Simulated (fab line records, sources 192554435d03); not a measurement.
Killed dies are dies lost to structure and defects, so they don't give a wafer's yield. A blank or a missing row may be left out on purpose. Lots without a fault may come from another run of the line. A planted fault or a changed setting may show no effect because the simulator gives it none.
fab line records | flow n5_finfet
record lots=9 wafers=26 last_day=17
route steps=1938 shown BEOL_M12@1635 BEOL_M13@1659 PASSIVATION@1936
lots that met no fault: from a run of the same line without faults
start_h: hours from the record's first day to the start of the lot's first wafer shown | wait_h: hours since the lot's step before | " the same as in the row above | L1.1+2: a row that stands for several wafers | - no value, or no start given | * or withheld: withheld | < > ~ a bound
route shown NAME@n: a module of which the file shows steps, and the number in the route of the first | usual: mean/standard deviation of fault-free wafers | same: alike in all rows | chamber/n: place in a boat | sites: the reading at each site | _std_site: their standard deviation | _edge_site: outer sites' mean less inner sites' | radius_mm: how far each site lies from the wafer's centre | mask NAME#n: copy n | behind: the tool/chamber that last shaped the wafer | hold: why the lot was held/for how many hours/how that ended | device: the transistor (n, p or np) that didn't switch | end of line: the same wafers' tests at the end of the route | a step without rows: its recipe alone | killed: dies lost to structure and defects at the first sort, not the wafer's yield | map: a wafer's dies, x killed, . not, _ none there
set.NAME: the setting as run; set.NAME@STEP: as run at that earlier step | model.NAME: the simulator's own value behind a step, which no gauge read
steps of the route over a sample of lots; a table a step, a row a wafer
services: from which hour (start_h, from the record's first day; less than 0 if before it) a tool's chamber was out of use, for how many hours, and why
## steps
# step N5_BEOL_M12_DESCUM_33
# recipe chemistry=O2 time_s=7.9 source_power_w=50 bias_power_w=20 pressure_mtorr=20 rf_frequency_hz=2.712e+07 temp_c=40 o2_flow_sccm=225
# usual bias_power_w=19.99/0.053 drypump_motor_current_A=5.8/0.31 oes_product_au=0.78/0.088 rf_vpp_V=243.2/1.3 showerhead_plenum_p_Torr=2.11/0.071 temp_c=40.02/0.11 throttle_valve_pct=20.44/0.27
# same time_s=7.9
# columns lot.wafer tool chamber start_h wait_h bias_power_w drypump_motor_current_A oes_product_au rf_hours_counter_h rf_vpp_V showerhead_plenum_p_Torr temp_c throttle_valve_pct
L684.4 rie_diel-03 1 215.31 0.4 20.04 5.4 0.73 178 241.2 2.00 40.02 20.03
L684.5 " 3 " " 19.98 5.6 0.73 - 242.0 2.08 39.94 20.81
L684.6 " 0 " " 19.95 5.7 0.67 - 244.5 2.15 40.06 20.75
L687.1 rie_diel-03 1 244.80 0.3 19.97 5.5 0.72 189 240.8 1.99 39.95 20.04
L687.2 " 3 " " 20.07 5.5 0.72 203 241.0 2.08 40.07 20.83
L687.5 " 2 " " 19.91 5.8 0.85 - 245.5 2.21 39.98 20.18
L690.1 rie_diel-05 2 261.18 0.1 19.97 5.5 0.81 82 243.0 2.12 40.05 20.39
L690.4 " 2 " " 19.98 5.5 0.81 - 243.9 2.12 39.99 20.39
L690.6 " 3 " " 20.01 5.8 0.80 - 241.8 2.03 40.07 20.41
L694.4 rie_diel-03 3 292.59 0.0 20.00 5.5 0.70 220 244.2 2.07 40.07 20.83
L694.5 " 3 " " 20.03 5.6 0.70 - 240.6 2.07 40.06 20.84
L694.6 " 2 " " 19.93 5.8 0.84 - 243.5 2.21 39.97 20.18
L697.2 rie_diel-03 1 301.76 0.6 20.08 5.4 0.70 211 243.3 1.99 40.01 20.09
L697.3 " 0 " " 20.09 5.6 0.95 19 242.7 2.14 39.97 20.40
L699.1 rie_diel-05 0 320.92 0.0 19.96 5.6 0.80 80 244.4 2.20 40.19 20.14
L699.3 " 3 " " 19.89 5.8 0.78 105 241.6 2.03 39.87 20.44
L699.6 " 1 " " 20.02 5.5 0.66 - 245.2 2.15 39.81 20.60
L707.2 rie_diel-04 0 359.99 0.1 19.97 6.3 0.92 28 243.3 2.15 40.01 20.28
L707.3 " 1 " " 20.03 6.4 0.88 50 242.0 2.13 39.86 20.46
L707.6 " 2 " " 20.02 6.0 0.70 - 242.3 2.05 40.05 20.86
L704.1 rie_diel-03 3 364.94 0.0 19.95 5.6 0.68 243 242.4 2.07 40.18 20.88
L704.4 " 1 " " 20.08 5.4 0.69 233 240.7 1.98 40.06 20.10
L704.6 " 2 " " 19.89 5.7 0.80 - 244.1 2.20 40.00 20.25
L703.3 rie_diel-04 0 365.63 0.0 19.93 6.2 0.92 30 243.9 2.15 40.00 20.30
L703.4 " 3 " " 19.93 6.3 0.70 247 242.2 2.05 39.98 20.77
L703.6 " 1 " " 20.02 6.5 0.88 - 243.2 2.13 40.22 20.47
# step N5_BEOL_M12_DEGAS_41
# recipe ambient=vacuum temp_c=250 time_s=60
# usual heater_power_w=351/30 susceptor_temp_C=249.97/0.17
# same time_s=60
# columns lot.wafer tool chamber start_h wait_h heater_power_w susceptor_temp_C
L684.4 pvd_sputter-01 - 218.99 0.2 342 249.96
L684.5 " - " " 352 249.98
L684.6 " - " " 337 249.77
L687.1 pvd_sputter-01 - 246.13 0.4 334 249.80
L687.2 " - " " 353 249.79
L687.5 " - " " 334 250.12
L690.1 pvd_sputter-02 - 268.83 0.3 427 249.90
L690.4 " - " " 366 249.93
L690.6 " - " " 334 250.02
L694.4 pvd_sputter-03 - 294.19 0.5 323 249.96
L694.5 " - " " 372 249.71
L694.6 " - " " 321 250.12
L697.2 pvd_sputter-01 - 305.19 0.5 338 250.15
L697.3 " - " " 347 250.23
L699.1 pvd_sputter-02 - 325.26 0.2 433 249.91
L699.3 " - " " 316 249.98
L699.6 " - " " 322 249.84
L707.2 pvd_sputter-02 - 361.29 0.1 424 249.85
L707.3 " - " " 370 249.78
L707.6 " - " " 320 249.87
L704.1 pvd_sputter-03 - 366.77 0.3 332 249.84
L704.4 " - " " 372 249.83
L704.6 " - " " 326 249.50
L703.3 pvd_sputter-03 - 368.03 0.6 319 249.87
L703.4 " - " " 327 250.08
L703.6 " - " " 323 250.25
# step N5_BEOL_M12_SPUTTER_45
# recipe material=Cu target_thk_a=800 temp_c=-20 bias_v=60 power_w=26000 chamber_pressure_pa=0.13 time_s=13.33
# usual susceptor_temp_C=-20.00/0.1 throttle_valve_pct=30.0/0.94
# same time_s=13.33
# columns lot.wafer tool chamber start_h wait_h susceptor_temp_C throttle_valve_pct
L684.4 pvd_sputter-01 - 219.23 0.0 -20.04 31.9
L684.5 " - " " -20.06 32.3
L684.6 " - " " -20.08 30.1
L687.1 pvd_sputter-01 - 246.37 0.0 -19.85 29.8
L687.2 " - " " -20.16 30.5
L687.5 " - " " -20.01 30.0
L690.1 pvd_sputter-02 - 269.07 0.0 -20.04 29.7
L690.4 " - " " -20.18 29.0
L690.6 " - " " -19.88 29.1
L694.4 pvd_sputter-03 - 294.43 0.0 -20.11 30.1
L694.5 " - " " -20.16 31.5
L694.6 " - " " -19.99 30.2
L697.2 pvd_sputter-01 - 305.43 0.0 -20.10 30.0
L697.3 " - " " -20.06 32.1
L699.1 pvd_sputter-02 - 325.50 0.0 -19.91 30.0
L699.3 " - " " -19.75 29.3
L699.6 " - " " -20.02 29.1
L707.2 pvd_sputter-02 - 361.53 0.0 -19.98 29.9
L707.3 " - " " -20.16 29.2
L707.6 " - " " -19.97 29.2
L704.1 pvd_sputter-03 - 367.01 0.0 -19.98 29.6
L704.4 " - " " -19.73 31.7
L704.6 " - " " -19.84 29.5
L703.3 pvd_sputter-03 - 368.27 0.0 -19.88 30.0
L703.4 " - " " -19.96 29.6
L703.6 " - " " -19.96 29.6
# step N5_BEOL_M13_ILD_DEP_00
# recipe material=SiOC target_thk_a=8379.2 temp_c=350 precursor=DEMS/O2 pressure_torr=5 rf_w=500 time_s=166.4
# usual heater_power_w=440/46 showerhead_plenum_p_Torr=5.693/0.014 susceptor_temp_C=350.02/0.23 throttle_valve_pct=12.5/0.61
# columns lot.wafer tool chamber start_h wait_h heater_power_w showerhead_plenum_p_Torr susceptor_temp_C throttle_valve_pct
L684.4 pecvd-02 2 220.85 0.1 376 5.681 350.27 11.9
L684.5 " 1 " " 367 5.708 350.38 13.2
L684.6 " 0 " " 464 5.667 349.93 12.8
L687.1 pecvd-02 0 247.42 0.0 403 5.675 350.18 12.6
L687.2 " 1 " " 440 5.696 350.42 13.4
L687.5 " 2 " " 365 5.681 350.04 12.2
L690.1 pecvd-04 2 270.11 0.0 383 5.694 349.78 10.9
L690.4 " 1 " " 447 5.700 349.59 12.6
L690.6 " 2 " " 439 5.701 349.81 11.2
L694.4 pecvd-04 0 295.91 0.1 431 5.714 350.21 13.0
L694.5 " 1 " " 516 5.676 350.15 12.8
L694.6 " 2 " " 451 5.707 349.96 11.4
L697.2 pecvd-02 2 306.48 0.0 465 5.675 350.35 12.5
L697.3 " 0 " " 463 5.667 349.85 12.8
L699.1 pecvd-02 0 326.61 0.0 372 5.663 350.37 12.9
L699.3 " 1 " " 366 5.705 350.07 13.0
L699.6 " 2 " " 362 5.693 349.51 12.1
L707.2 pecvd-01 1 362.57 0.0 511 5.705 350.05 13.0
L707.3 " 0 " " 381 5.699 350.10 12.3
L707.6 " 1 " " 425 5.699 350.02 12.9
L704.1 pecvd-04 0 368.05 0.0 390 5.711 349.69 13.1
L704.4 " 1 " " 545 5.699 349.95 13.0
L704.6 " 2 " " 449 5.699 349.66 11.1
L703.3 pecvd-04 2 369.31 0.0 443 5.690 350.05 11.3
L703.4 " 1 " " 537 5.672 349.89 12.7
L703.6 " 2 " " 469 5.689 350.12 11.3
# step N5_BEOL_M13_THK_MEAS_01
# recipe reads=SiOC_of_BEOL_M13_ILD_DEP_00
# usual M13_ILD_THK=839/11
# columns lot.wafer tool chamber start_h wait_h M13_ILD_THK[nm]
L684.4 film_metro-01 - 220.94 0.0 839
L684.5 " - " " 838
L684.6 " - " " 843
L687.1 film_metro-01 - 247.57 0.1 838
L687.2 " - " " 837
L687.5 " - " " 850
L690.1 film_metro-02 - 270.32 0.2 828
L690.4 " - " " 847
L690.6 " - " " 832
L694.4 film_metro-02 - 296.01 0.0 842
L694.5 " - " " 831
L694.6 " - " " 833
L697.2 film_metro-01 - 306.63 0.1 830
L697.3 " - " " 749
L699.1 film_metro-02 - 326.76 0.1 834
L699.3 " - " " 760
L699.6 " - " " 841
L707.2 film_metro-01 - 362.73 0.1 841
L707.3 " - " " 829
L707.6 " - " " 844
L704.1 film_metro-01 - 368.20 0.1 838
L704.4 " - " " 844
L704.6 " - " " 860
L703.3 film_metro-02 - 369.46 0.1 825
L703.4 " - " " 854
L703.6 " - " " 859
# step N5_BEOL_M13_STRIP_63
# recipe chemistry=N2/H2 power_w=1000 temp_c=250 h2_frac=0.65 overash_fraction=0.3 pressure_mtorr=1000 n2_flow_sccm=1750 h2_flow_sccm=3250
# usual drypump_motor_current_A=5.63/0.23 heater_power_w=348/27 oes_product_au=0.673/0.0047 strip_time_to_endpoint_s=27.7/1 temp_c=250.00/0.18
# columns lot.wafer tool chamber start_h wait_h drypump_motor_current_A heater_power_w oes_product_au rf_hours_counter_h strip_time_to_endpoint_s temp_c
L684.4 plasma_asher-02 0 222.44 - 5.23 378 0.665 - 27.5 249.95
L684.5 " 1 " " 5.70 300 0.677 - 27.4 250.18
L684.6 " 0 " " 5.23 382 0.680 - 28.0 249.97
L687.1 plasma_asher-01 1 248.29 - 5.75 341 0.676 126 27.6 249.85
L687.2 " 0 " " 5.83 360 0.677 126 28.2 250.10
L687.5 " 0 " " 5.81 363 0.671 - 26.7 250.21
L690.1 plasma_asher-01 0 271.16 - 5.83 351 0.671 131 28.5 249.89
L690.4 " 1 " " 5.74 335 0.673 - 27.1 250.16
L690.6 " 0 " " 5.83 354 0.666 - 27.7 250.01
L694.4 plasma_asher-02 1 296.74 - 5.69 306 0.668 - 27.4 250.00
L694.5 " 0 " " 5.22 380 0.671 - 28.3 250.34
L694.6 " 1 " " 5.72 298 0.674 - 27.7 249.88
L697.2 plasma_asher-01 0 307.34 - 5.83 354 0.682 140 29.1 249.89
L697.3 " 1 " " 5.74 334 0.693 - 35.9 249.88
L699.1 plasma_asher-01 0 327.68 - 5.84 366 0.676 144 28.9 250.25
L699.3 " 1 " " 5.73 343 0.687 - 34.8 250.10
L699.6 " 0 " " 5.84 352 0.665 - 28.4 250.32
L707.2 plasma_asher-01 0 363.54 - 5.83 353 0.668 151 27.7 250.06
L707.3 " 1 " " 5.73 345 0.669 - 28.7 250.05
L707.6 " 1 " " 5.73 349 0.665 - 27.0 249.89
L704.1 plasma_asher-02 1 368.92 - 5.71 307 0.673 87 28.1 249.91
L704.4 " 1 " " 5.76 306 0.675 - 27.2 250.07
L704.6 " 1 " " 5.76 305 0.668 - 25.8 249.98
L703.3 plasma_asher-02 0 370.53 - 5.25 379 0.675 - 28.5 250.03
L703.4 " 1 " " 5.67 313 0.676 - 26.5 250.12
L703.6 " 0 " " 5.23 392 0.667 - 25.7 249.71
# step N5_PASSIVATION_PROBE_49
# usual defect_limited_yield=91.3/1.4 killed_at_M0_to_M3=35/11 killed_at_M4_up=14/5.4 killed_at_contacts=12/6.2 killed_at_front_end=38/11 killed_at_other=4.1/2.8 killed_dies=103/17 killed_open=66/13 killed_short=34/8.2 sort_bin_5_function=5.1/0.89 sort_bin_6_memory=3.3/0.72 sort_n_pass=1077/17 sort_yield_pct=91.3/1.4
# same gross_dies=1180 killed_at_back_side=0 sort_bin_4_leakage[%]=0 sort_bin_8_speed[%]=0
# columns lot.wafer tool chamber start_h wait_h defect_limited_yield[%] killed_at_M0_to_M3 killed_at_M4_up killed_at_contacts killed_at_front_end killed_at_other killed_dies killed_open killed_short sort_bin_5_function[%] sort_bin_6_memory[%] sort_n_pass sort_yield_pct[%]
L699.1 prober-02 - 358.02 0.0 91.6 36 8 13 38 4 99 63 34 5.7 2.6 1081 91.6
# killed by level:class
L699.1 FIN_SAQP:geometric_particle:short=11 MOL_CONTACT_COAG:geometric_particle:open=10 FIN_SAQP:geometric_particle:open=8 STI_FIN_REVEAL:geometric_particle:open=7 BEOL_M0_SAQP:geometric_particle:short=7 BEOL_M2:geometric_particle:open=7 BEOL_M1:geometric_particle:open=6 BEOL_M0:geometric_particle:open=5
## services
# columns tool chamber start_h hours kind
rie_diel-05 0 219.57 8.4 repair
rie_diel-03 0 230.47 - clean
rie_diel-03 0 230.47 - consumable_replace:focus_ring
rie_diel-03 0 230.47 17.0 scheduled_down
rie_diel-03 0 230.47 17.0 vent_cycle
rie_diel-05 2 241.26 2.6 repair
pecvd-04 - 249.40 0.3 repair
rie_diel-05 0 255.58 11.1 repair
rie_diel-04 0 266.18 6.3 repair
pecvd-04 0 267.41 5.0 scheduled_down
pecvd-02 - 274.24 0.2 repair
pecvd-02 - 274.66 5.5 pm
pecvd-01 1 277.97 7.5 repair
pecvd-04 - 292.55 1.2 repair
plasma_asher-02 - 298.53 11.6 pm
rie_diel-05 - 299.94 2.8 pm
pvd_sputter-02 - 317.00 6.5 repair
plasma_asher-02 - 320.96 0.4 repair
rie_diel-03 - 321.59 0.2 repair
rie_diel-03 3 327.58 11.6 repair
rie_diel-04 1 328.03 7.2 repair
pecvd-02 2 349.91 6.0 repair
rie_diel-04 3 367.57 8.4 repair
plasma_asher-01 - 368.04 14.6 pm
## key
first_sign step=N5_BEOL_M13_THK_MEAS_01 reading=M13_ILD_THK direction=down sigmas=8.1 usual=839 struck=754
effect step=N5_BEOL_M13_STRIP_63 reading=strip_time_to_endpoint_s direction=up sigmas=7.3 usual=* struck=*
met_at N5_BEOL_M13_ILD_DEP_00
struck_lots L697,L699
struck_wafers L697.3,L699.3
not_acting_at N5_BEOL_M12_DESCUM_33,N5_BEOL_M12_DEGAS_41,N5_BEOL_M12_SPUTTER_45
onset_between 247.42 306.48
fault kind=process_parameter_drift tool=pecvd-02 chamber=- onset_h=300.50 steps=N5_BEOL_M13_ILD_DEP_00 channel=target_thk_a offset=* shape=step end_h=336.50 scope=struck_wafers_only acts_in=* stated=*
